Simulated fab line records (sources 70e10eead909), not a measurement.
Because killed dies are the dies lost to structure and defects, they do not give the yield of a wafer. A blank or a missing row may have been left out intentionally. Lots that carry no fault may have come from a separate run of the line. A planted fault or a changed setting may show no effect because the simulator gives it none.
fab line records | flow nandHarc
[record] lots = 24 wafers = 72 lastDay = 26
route steps=1159 shown P_BONDPAD@374 A_ZERO_WELL@411 A_SOURCE_PLATE@416 A_ONON_D1@441
lots with no fault: from the same line, run without faults
startH: the number of hours between the record's first day and the start of the first shown wafer of the lot | waitH: hours from the lot's prior step to this one | " unchanged from the row above | L1.1+2: one row covering several wafers at once | - no value present, or no start provided | * or withheld: withheld | < > ~ a bound
route shown NAME@n: names a module that has steps shown in the file, with the first one's number in the route | usual: average and standard deviation across the fault-free wafers | same: alike in all rows | chamber/n: place in a boat | sites: each site's reading | _std_site: the standard deviation of these | _edge_site: mean of outer sites minus mean of inner sites | radiusMm: how far each site lies from the wafer's centre | mask NAME#n: copy n | behind: the tool/chamber that last shaped the wafer | hold: cause of the lot's hold/its duration in hours/its outcome | device: the transistor (n, p or np) that didn't switch | end of line: at the end of the route, the tests of the same wafers | a step given without rows: its recipe and nothing more | killed: count of dies lost to structure and defects at first sort (not the wafer's yield) | map: a wafer's dies, marking killed ones x, the rest . and places with no die _
set.NAME: the setting as run; set.NAME@STEP: as run at that earlier step | model.NAME: the simulator's own value behind a step, which no gauge read
steps of the route over a sample of lots; a table a step, a row a wafer
services: a tool's chamber out of use, with start hour (startH, from the record's first day; less than 0 if before it), hours out, and reason
[[steps]]
[step NHARC_P_BONDPAD_DEGAS_25]
[recipe] tempC = 300 timeS = 60
[usual] heaterPowerW = 476/57
// columns lot.wafer tool chamber startH waitH heaterPowerW
L074.4 pvdSputter-02 - 128.88 - 484
L074.3 " - " " 408
L074.5 " - " " 452
L075.4 pvdSputter-01 - 140.03 - 496
L075.3 " - " " 466
L075.5 " - " " 475
L076.4 pvdSputter-02 - 143.35 - 489
L076.1 " - " " 411
L076.3 " - " " 632
L077.2 pvdSputter-01 - 148.18 - 463
L077.1 " - " " 506
L077.5 " - " " 464
L078.4 pvdSputter-01 - 150.92 - 492
L078.1 " - " " 462
L078.2 " - " " 471
L080.2 pvdSputter-02 - 166.69 - 415
L080.3 " - " " 440
L080.5 " - " " 416
L079.4 pvdSputter-02 - 167.31 - 664
L079.2 " - " " 479
L079.5 " - " " 438
L081.4 pvdSputter-02 - 176.68 - 412
L081.6 " - " " 481
L081.5 " - " " 420
L082.3 pvdSputter-01 - 180.29 - 453
L082.5 " - " " 431
L082.6 " - " " 488
L083.4 pvdSputter-01 - 184.62 - 502
L083.3 " - " " 510
L083.2 " - " " 440
L084.4 pvdSputter-03 - 185.23 - 528
L084.2 " - " " 466
L084.6 " - " " 453
L087.2 pvdSputter-01 - 205.68 - 498
L087.4 " - " " 458
L087.6 " - " " 508
L085.2 pvdSputter-02 - 206.60 - 411
L085.4 " - " " 478
L085.6 " - " " 427
L086.2 pvdSputter-01 - 208.05 - 433
L086.3 " - " " 504
L086.6 " - " " 499
L089.4 pvdSputter-01 - 217.36 - 431
L089.2 " - " " 502
L089.5 " - " " 493
L088.1 pvdSputter-03 - 222.43 - 535
L088.2 " - " " 479
L088.5 " - " " 516
L090.2 pvdSputter-03 - 233.56 - 444
L090.6 " - " " 526
L090.5 " - " " 442
L092.4 pvdSputter-01 - 237.50 - 421
L092.3 " - " " 509
L092.1 " - " " 474
L091.3 pvdSputter-03 - 237.99 - 421
L091.2 " - " " 533
L091.6 " - " " 516
L093.1 pvdSputter-02 - 248.40 - 425
L093.2 " - " " 603
L093.5 " - " " 438
L094.1 pvdSputter-02 - 249.65 - 470
L094.2 " - " " 408
L094.3 " - " " 635
L095.2 pvdSputter-01 - 251.31 - 509
L095.3 " - " " 460
L095.6 " - " " 445
L097.2 pvdSputter-02 - 266.24 - 473
L097.4 " - " " 426
L097.6 " - " " 474
L096.2 pvdSputter-03 - 267.50 - 421
L096.3 " - " " 525
L096.6 " - " " 453
[step NHARC_P_BONDPAD_ACTIVATE_29]
[recipe] timeS = 60 n2FlowSccm = 200 arFlowSccm = 0 biasPowerW = 0 chemistry = N2
[usual] drypumpMotorCurrentA = 6.0/0.44 mfcArSccm = 0.009/0.013 oesProductAu = 1.006/0.0088 rfVppV = 64.1/0.78 showerheadPlenumPTorr = 1.79/0.062
// columns lot.wafer tool chamber startH waitH drypumpMotorCurrentA mfcArSccm oesProductAu rfHoursCounterH rfVppV showerheadPlenumPTorr
L074.3 rieDiel-06 3 130.56 0.1 6.3 0 1.006 5 65.2 1.84
L074.4 " 0 " " 6.4 0.030 1.006 5 62.5 1.79
L074.5 " 0 " " 6.4 0.030 1.006 - 64.6 1.79
L075.3 rieDiel-06 3 141.71 0.1 6.3 0 1.005 5 64.7 1.84
L075.4 " 1 " " 5.3 0 1.002 5 63.6 1.84
L075.5 " 3 " " 6.3 0 1.011 - 64.0 1.84
L076.3 rieDiel-06 1 145.05 0.1 5.3 0 1.015 6 64.4 1.84
L076.1 " 3 " " 6.3 0 1.018 5 65.4 1.84
L076.4 " 0 " " 6.4 0.030 1.018 6 63.2 1.79
L077.2 rieDiel-11 1 149.97 0.1 5.3 0 1.009 46 64.7 1.85
L077.1 " 2 " " 5.5 0 1.020 39 63.8 1.71
L077.5 " 2 " " 5.5 0 1.016 - 63.2 1.71
L078.1 rieDiel-06 2 152.63 0.1 6.0 0 1.011 6 64.9 1.76
L078.2 " 3 " " 6.3 0 1.008 6 62.7 1.84
L078.4 " 3 " " 6.3 0 1.003 - 64.0 1.84
L080.3 rieDiel-11 2 168.36 0.1 5.5 0 1.008 48 63.0 1.71
L080.2 " 3 " " 6.4 0 1.009 47 63.3 1.72
L080.5 " 3 " " 6.4 0 0.998 - 63.2 1.72
L079.2 rieDiel-06 1 169.12 0.1 5.3 0 1.009 9 63.1 1.84
L079.5 " 3 " " 6.3 0 1.004 - 65.0 1.84
L079.4 " 2 " " 6.0 0 1.006 - 65.0 1.76
L081.4 rieDiel-06 3 178.36 0.1 6.3 0 1.002 8 63.8 1.84
L081.5 " 2 " " 6.0 0 0.993 - 64.0 1.76
L081.6 " 3 " " 6.3 0 1.004 - 64.2 1.84
L082.3 rieDiel-06 1 182.25 0.1 5.4 0 1.007 10 65.3 1.84
L082.5 " 3 " " 6.3 0 0.995 - 62.7 1.84
L082.6 " 0 " " 6.3 0.030 1.002 - 64.2 1.79
L083.3 rieDiel-02 3 186.33 0.1 6.1 0.024 0.995 10 62.8 1.85
L083.4 " 0 " " 6.6 0.024 0.994 11 63.3 1.73
L083.2 " 1 " " 6.7 0.035 0.994 9 65.6 1.74
L084.4 rieDiel-06 0 186.92 0.1 6.4 0.030 1.018 8 64.6 1.79
L084.2 " 1 " " 5.4 0 1.010 11 63.8 1.84
L084.6 " 0 " " 6.3 0.030 1.015 - 63.9 1.79
L087.2 rieDiel-06 2 207.36 0.1 6.0 0 0.998 13 64.8 1.76
L087.4 " 0 " " 6.5 0.030 1.015 9 63.7 1.79
L087.6 " 2 " " 6.0 0 1.002 - 63.9 1.76
L085.4 rieDiel-06 0 208.32 0.1 6.3 0.030 1.014 9 65.1 1.79
L085.2 " 1 " " 5.4 0 1.033 13 63.7 1.84
L085.6 " 3 " " 6.4 0 1.016 - 64.4 1.84
L086.2 rieDiel-06 0 209.75 0.1 6.4 0.030 1.012 9 63.8 1.79
L086.3 " 2 " " 6.0 0 0.998 13 64.4 1.76
L086.6 " 0 " " 6.5 0.030 1.006 - 63.6 1.79
L089.2 rieDiel-06 2 219.17 0.1 6.0 0 0.988 15 63.7 1.76
L089.4 " 1 " " 5.3 0 1.005 15 64.2 1.84
L089.5 " 2 " " 6.0 0 0.990 - 63.8 1.76
L088.2 rieDiel-06 0 224.10 0.1 6.4 0.030 1.017 11 63.6 1.79
L088.1 " 1 " " 5.3 0 1.016 16 63.7 1.84
L088.5 " 1 " " 5.4 0 1.011 - 62.2 1.84
L090.2 rieDiel-06 0 235.26 0.1 6.4 0.030 1.017 12 64.4 1.79
L090.5 " 2 " " 6.0 0 1.010 - 63.7 1.76
L090.6 " 3 " " 6.3 0 1.003 - 63.9 1.84
L092.3 rieDiel-02 0 239.19 0.1 6.6 0.024 0.993 29 63.2 1.73
L092.1 " 2 " " 5.4 0.006 0.996 30 62.9 1.63
L092.4 " 3 " " 6.1 0.024 0.988 - 64.6 1.85
L091.3 rieDiel-11 1 239.72 0.1 5.3 0 0.998 18 64.3 1.84
L091.2 " 3 " " 6.4 0 1.007 17 63.4 1.72
L091.6 " 3 " " 6.4 0 1.006 - 65.6 1.72
L093.1 rieDiel-11 3 250.44 0.1 6.4 0 0.994 22 64.3 1.71
L093.2 " 0 " " 6.2 0.029 1.018 22 64.3 1.63
L093.5 " 3 " " 6.4 0 0.998 - 62.7 1.72
L094.1 rieDiel-06 0 251.36 0.1 6.4 0.030 1.008 0 63.9 1.79
L094.3 " 1 " " 5.3 0 1.008 0 64.7 1.84
L094.2 " 2 " " 6.0 0 0.993 0 64.3 1.75
L095.2 rieDiel-02 0 253.15 0.1 6.6 0.024 1.005 34 63.7 1.73
L095.3 " 1 " " 6.7 0.035 1.003 34 64.8 1.74
L095.6 " 1 " " 6.7 0.035 0.998 - 64.5 1.74
L097.2 rieDiel-06 0 267.92 0.1 6.4 0.030 1.015 2 64.6 1.79
L097.4 " 1 " " 5.3 0 1.009 2 64.0 1.84
L097.6 " 1 " " 5.4 0 1.003 - 64.1 1.84
L096.2 rieDiel-06 2 269.17 0.1 6.0 0 1.006 2 64.0 1.75
L096.3 " 0 " " 6.4 0.030 1.016 2 65.2 1.79
L096.6 " 1 " " 5.4 0 1.006 - 65.6 1.84
[step NHARC_A_ZERO_WELL_RTA_16]
[recipe] tempC = 1000 timeS = 10
[usual] lampPowerPct = 30.9/0.85 wafer_temp_C_max = 1006.0/1.2
// columns lot.wafer tool chamber startH waitH lampPowerPct wafer_temp_C_max
L074.3 rtpAnneal-01 0 133.66 - 31.6 1006.0
L074.4 " 0 " " 31.7 1005.5
L074.5 " 0 " " 31.6 1005.8
L075.3 rtpAnneal-02 0 144.28 - 29.9 1007.8
L075.4 " 0 " " 29.8 1006.5
L075.5 " 0 " " 29.8 1005.5
L076.1 rtpAnneal-01 0 147.66 - 31.6 1006.1
L076.3 " 0 " " 31.6 1005.6
L076.4 " 0 " " 31.6 1005.1
L077.1 rtpAnneal-01 0 152.61 - 31.6 1006.6
L077.2 " 0 " " 31.6 1006.8
L077.5 " 0 " " 31.6 1008.7
L078.1 rtpAnneal-01 0 155.14 - 31.6 1005.2
L078.2 " 0 " " 31.5 1003.6
L078.4 " 0 " " 31.6 1005.0
L080.2 rtpAnneal-02 0 170.93 - 29.9 1004.5
L080.3 " 0 " " 29.9 1004.7
L080.5 " 0 " " 29.9 1006.0
L079.2 rtpAnneal-02 0 171.77 0.1 29.8 1006.7
L079.4 " 0 " " 29.8 1005.6
L079.5 " 0 " " 29.9 1006.9
L081.4 rtpAnneal-01 0 180.87 0.2 31.5 1005.1
L081.5 " 0 " " 31.5 1005.9
L081.6 " 0 " " 31.6 1005.8
L082.3 rtpAnneal-01 0 184.68 - 31.6 1005.7
L082.5 " 0 " " 31.7 1005.7
L082.6 " 0 " " 31.6 1005.6
L083.2 rtpAnneal-01 0 188.87 - 31.6 1004.2
L083.3 " 0 " " 31.5 1007.0
L083.4 " 0 " " 31.6 1005.3
L084.2 rtpAnneal-02 0 189.51 - 29.9 1006.2
L084.4 " 0 " " 29.8 1006.1
L084.6 " 0 " " 29.9 1005.2
L087.2 rtpAnneal-01 0 209.80 - 31.6 1005.0
L087.4 " 0 " " 31.6 1006.9
L087.6 " 0 " " 31.6 1005.6
L085.2 rtpAnneal-02 0 211.05 - 29.8 1006.8
L085.4 " 0 " " 29.9 1005.7
L085.6 " 0 " " 29.9 1006.8
L086.2 rtpAnneal-01 0 212.31 - 31.6 1007.7
L086.3 " 0 " " 31.5 1004.3
L086.6 " 0 " " 31.5 1006.6
L089.2 rtpAnneal-02 0 221.60 - 29.8 1004.7
L089.4 " 0 " " 29.9 1006.3
L089.5 " 0 " " 29.9 1005.6
L088.1 rtpAnneal-02 0 226.62 - 29.9 1006.0
L088.2 " 0 " " 29.9 1008.1
L088.5 " 0 " " 29.9 1007.8
L090.2 rtpAnneal-01 0 237.66 - 31.7 1005.2
L090.5 " 0 " " 31.6 1007.6
L090.6 " 0 " " 31.6 1005.4
L092.1 rtpAnneal-01 0 241.60 - 31.5 1006.1
L092.3 " 0 " " 31.6 1006.6
L092.4 " 0 " " 31.5 1006.2
L091.2 rtpAnneal-02 0 242.34 - 29.9 1007.6
L091.3 " 0 " " 29.9 1006.0
L091.6 " 0 " " 29.9 1005.2
L093.1 rtpAnneal-01 0 253.04 - 31.6 1004.3
L093.2 " 0 " " 31.6 1004.9
L093.5 " 0 " " 31.6 1005.3
L094.1 rtpAnneal-01 0 253.84 - 31.6 1005.4
L094.2 " 0 " " 31.6 1007.1
L094.3 " 0 " " 31.6 1005.0
L095.2 rtpAnneal-01 0 255.73 - 31.6 1006.1
L095.3 " 0 " " 31.6 1004.8
L095.6 " 0 " " 31.7 1007.5
L097.2 rtpAnneal-02 0 270.47 - 29.8 1006.4
L097.4 " 0 " " 29.8 1007.6
L097.6 " 0 " " 29.9 1005.9
L096.2 rtpAnneal-02 0 271.79 - 29.9 1009.8
L096.3 " 0 " " 29.9 1008.6
L096.6 " 0 " " 29.9 1005.6
[step NHARC_A_SOURCE_PLATE_THK_MEAS_09]
[recipe] thkMeasGauge = ellipsometry
[usual] thkNm = 9.8/0.96
// columns lot.wafer tool chamber startH waitH thkNm
L074.3 filmMetro-01 - 141.26 0.4 10.0
L074.4 " - " " 11.4
L074.5 " - " " 9.6
L076.1 filmMetro-01 - 153.74 0.4 8.5
L076.3 " - " " 9.4
L076.4 " - " " 9.5
L075.3 filmMetro-02 - 153.75 0.4 8.9
L075.4 " - " " 10.3
L075.5 " - " " 10.0
L077.1 filmMetro-01 - 160.23 0.4 10.9
L077.2 " - " " 9.0
L077.5 " - " " 10.8
L078.1 filmMetro-02 - 160.23 0.4 10.1
L078.2 " - " " 10.0
L078.4 " - " " 9.7
L080.2 filmMetro-01 - 178.48 0.4 10.4
L080.3 " - " " 8.4
L080.5 " - " " 10.4
L079.2 filmMetro-02 - 178.48 0.4 9.0
L079.4 " - " " 9.8
L079.5 " - " " 9.0
L082.3 filmMetro-01 - 190.05 0.4 10.9
L082.5 " - " " 9.9
L082.6 " - " " 9.5
L081.4 filmMetro-02 - 190.06 0.4 9.7
L081.5 " - " " 9.4
L081.6 " - " " 10.4
L083.2 filmMetro-01 - 196.49 0.4 8.7
L083.3 " - " " 9.5
L083.4 " - " " 10.1
L084.2 filmMetro-02 - 196.49 0.4 9.0
L084.4 " - " " 9.3
L084.6 " - " " 10.3
L087.2 filmMetro-01 - 217.39 0.4 12.5
L087.4 " - " " 9.6
L087.6 " - " " 8.4
L086.2 filmMetro-01 - 217.41 0.4 9.5
L086.3 " - " " 9.3
L086.6 " - " " 9.5
L085.2 filmMetro-02 - 217.41 0.4 11.0
L085.4 " - " " 11.7
L085.6 " - " " 10.4
L089.2 filmMetro-02 - 229.13 0.4 9.9
L089.4 " - " " 9.8
L089.5 " - " " 9.9
L088.1 filmMetro-01 - 234.23 0.4 9.2
L088.2 " - " " 10.5
L088.5 " - " " 10.4
L090.2 filmMetro-02 - 245.82 0.4 9.0
L090.5 " - " " 11.7
L090.6 " - " " 8.5
L092.1 filmMetro-02 - 252.82 0.4 8.7
L092.3 " - " " 10.6
L092.4 " - " " 9.1
L091.2 filmMetro-01 - 252.82 0.4 9.2
L091.3 " - " " 10.9
L091.6 " - " " 9.2
L093.1 filmMetro-01 - 263.01 0.4 9.1
L093.2 " - " " 9.5
L093.5 " - " " 9.9
L095.2 filmMetro-02 - 263.02 0.4 9.3
L095.3 " - " " 9.2
L095.6 " - " " 10.4
L094.1 filmMetro-01 - 263.02 0.4 11.2
L094.2 " - " " 9.0
L094.3 " - " " 10.0
L097.2 filmMetro-02 - 279.86 0.4 10.3
L097.4 " - " " 9.4
L097.6 " - " " 9.6
L096.2 filmMetro-01 - 279.86 0.4 8.1
L096.3 " - " " 10.3
L096.6 " - " " 9.6
[step NHARC_A_ONON_D1_THK_MEAS_24]
[recipe] thkMeasGauge = ellipsometry
[usual] thkNm = 1004/9.1
// columns lot.wafer tool chamber startH waitH thkNm
L074.3 filmMetro-02 - 166.13 - 1001
L074.4 " - " " 1002
L074.5 " - " " 1005
L076.1 filmMetro-02 - 180.24 - 1003
L076.3 " - " " 1003
L076.4 " - " " 1004
L075.3 filmMetro-01 - 180.29 - 1001
L075.4 " - " " 1001
L075.5 " - " " 1000
L078.1 filmMetro-01 - 184.13 - 1011
L078.2 " - " " 1011
L078.4 " - " " 1012
L077.1 filmMetro-02 - 184.15 - 1004
L077.2 " - " " 1005
L077.5 " - " " 1003
L079.2 filmMetro-01 - 205.08 - 1012
L079.4 " - " " 1010
L079.5 " - " " 1009
L080.2 filmMetro-02 - 205.09 - 984
L080.3 " - " " 984
L080.5 " - " " 984
L082.3 filmMetro-01 - 215.08 - 1015
L082.5 " - " " 1016
L082.6 " - " " 1015
L081.4 filmMetro-02 - 215.09 - 985
L081.5 " - " " 986
L081.6 " - " " 985
L083.2 filmMetro-01 - 222.77 - 1008
L083.3 " - " " 1010
L083.4 " - " " 1009
L084.2 filmMetro-02 - 222.78 - 997
L084.4 " - " " 998
L084.6 " - " " 998
L085.2 filmMetro-01 - 243.30 - 1004
L085.4 " - " " 1004
L085.6 " - " " 1004
L087.2 filmMetro-02 - 243.45 - 1004
L087.4 " - " " 1004
L087.6 " - " " 1003
L086.2 filmMetro-02 - 243.81 - 995
L086.3 " - " " 995
L086.6 " - " " 995
L089.2 filmMetro-02 - 255.56 - 993
L089.4 " - " " 993
L089.5 " - " " 992
L088.1 filmMetro-01 - 262.36 - 1005
L088.2 " - " " 1004
L088.5 " - " " 1006
L090.2 filmMetro-02 - 270.33 - 1000
L090.5 " - " " 998
L090.6 " - " " 1000
L092.1 filmMetro-01 - 279.37 - 1011
L092.3 " - " " 1012
L092.4 " - " " 1012
L091.2 filmMetro-02 - 279.51 - 1011
L091.3 " - " " 1014
L091.6 " - " " 1014
L093.1 filmMetro-02 - 289.38 - 1012
L093.2 " - " " 1010
L093.5 " - " " 1012
L094.1 filmMetro-01 - 289.39 - 1004
L094.2 " - " " 1004
L094.3 " - " " 1005
L095.2 filmMetro-02 - 289.40 - 1004
L095.3 " - " " 1004
L095.6 " - " " 1003
L096.2 filmMetro-02 - 307.78 - 1024
L096.3 " - " " 1024
L096.6 " - " " 1023
L097.2 filmMetro-02 - 307.81 - 1017
L097.4 " - " " 1016
L097.6 " - " " 1014
[step NHARC_A_ONON_D1_THK_MEAS_30]
[recipe] thkMeasGauge = ellipsometry
[usual] thkNm = 1000/8.3
// columns lot.wafer tool chamber startH waitH thkNm
L074.3 filmMetro-01 - 167.27 - 1009
L074.4 " - " " 1009
L074.5 " - " " 1011
L076.1 filmMetro-02 - 181.39 - 1007
L076.3 " - " " 1009
L076.4 " - " " 1008
L075.3 filmMetro-01 - 181.43 - 994
L075.4 " - " " 994
L075.5 " - " " 993
L078.1 filmMetro-02 - 185.26 - 1008
L078.2 " - " " 1008
L078.4 " - " " 1007
L077.1 filmMetro-01 - 185.28 - 1005
L077.2 " - " " 1008
L077.5 " - " " 1006
L079.2 filmMetro-01 - 206.49 - 986
L079.4 " - " " 986
L079.5 " - " " 985
L080.2 filmMetro-02 - 206.50 - 1009
L080.3 " - " " 1008
L080.5 " - " " 1008
L081.4 filmMetro-02 - 216.22 - 1000
L081.5 " - " " 1002
L081.6 " - " " 1001
L082.3 filmMetro-01 - 216.23 - 991
L082.5 " - " " 990
L082.6 " - " " 989
L083.2 filmMetro-02 - 223.90 - 1002
L083.3 " - " " 1003
L083.4 " - " " 1003
L084.2 filmMetro-01 - 223.91 - 1011
L084.4 " - " " 1011
L084.6 " - " " 1011
L085.2 filmMetro-01 - 244.70 - 1001
L085.4 " - " " 1002
L085.6 " - " " 1003
L087.2 filmMetro-02 - 244.86 - 995
L087.4 " - " " 995
L087.6 " - " " 996
L086.2 filmMetro-01 - 245.22 - 983
L086.3 " - " " 984
L086.6 " - " " 985
L089.2 filmMetro-01 - 256.72 - 1004
L089.4 " - " " 1004
L089.5 " - " " 1004
L088.1 filmMetro-01 - 263.48 - 1004
L088.2 " - " " 1004
L088.5 " - " " 1004
L090.2 filmMetro-01 - 271.47 - 985
L090.5 " - " " 986
L090.6 " - " " 986
L092.1 filmMetro-02 - 280.52 - 1010
L092.3 " - " " 1006
L092.4 " - " " 1008
L091.2 filmMetro-02 - 280.63 - 1008
L091.3 " - " " 1008
L091.6 " - " " 1007
L093.1 filmMetro-01 - 290.52 - 1001
L093.2 " - " " 1000
L093.5 " - " " 1002
L094.1 filmMetro-02 - 290.52 - 996
L094.2 " - " " 996
L094.3 " - " " 996
L095.2 filmMetro-02 - 290.56 - 1006
L095.3 " - " " 1005
L095.6 " - " " 1005
L096.2 filmMetro-02 - 308.92 - 986
L096.3 " - " " 987
L096.6 " - " " 985
L097.2 filmMetro-02 - 308.94 - 1002
L097.4 " - " " 1003
L097.6 " - " " 1004
[[services]]
// columns tool chamber startH hours kind
rieDiel-06 - 106.28 0.8 repair
rieDiel-11 - 115.96 0.6 repair
rieDiel-06 0 122.26 - clean
rieDiel-06 1 122.26 - clean
rieDiel-06 2 122.26 - clean
rieDiel-06 3 122.26 - clean
rieDiel-11 - 123.18 0.5 repair
pvdSputter-02 - 134.85 0.8 repair
rieDiel-06 0 146.81 - clean
rieDiel-06 0 147.49 22.1 repair
rieDiel-02 - 150.78 9.0 pm
pvdSputter-01 - 158.03 10.0 pm
rieDiel-06 3 160.11 5.6 repair
pvdSputter-03 - 173.10 4.6 repair
rieDiel-11 - 189.56 9.0 pm
pvdSputter-02 - 214.00 10.0 pm
pvdSputter-01 - 222.21 9.6 repair
rieDiel-02 0 229.12 7.9 repair
rieDiel-02 1 232.52 7.2 repair
rieDiel-06 - 241.20 9.0 pm
pvdSputter-01 - 246.78 2.8 repair
pvdSputter-03 - 247.70 4.4 repair
rieDiel-02 1 259.67 8.8 repair
rieDiel-11 1 260.58 1.5 repair
[[key]]
fault none
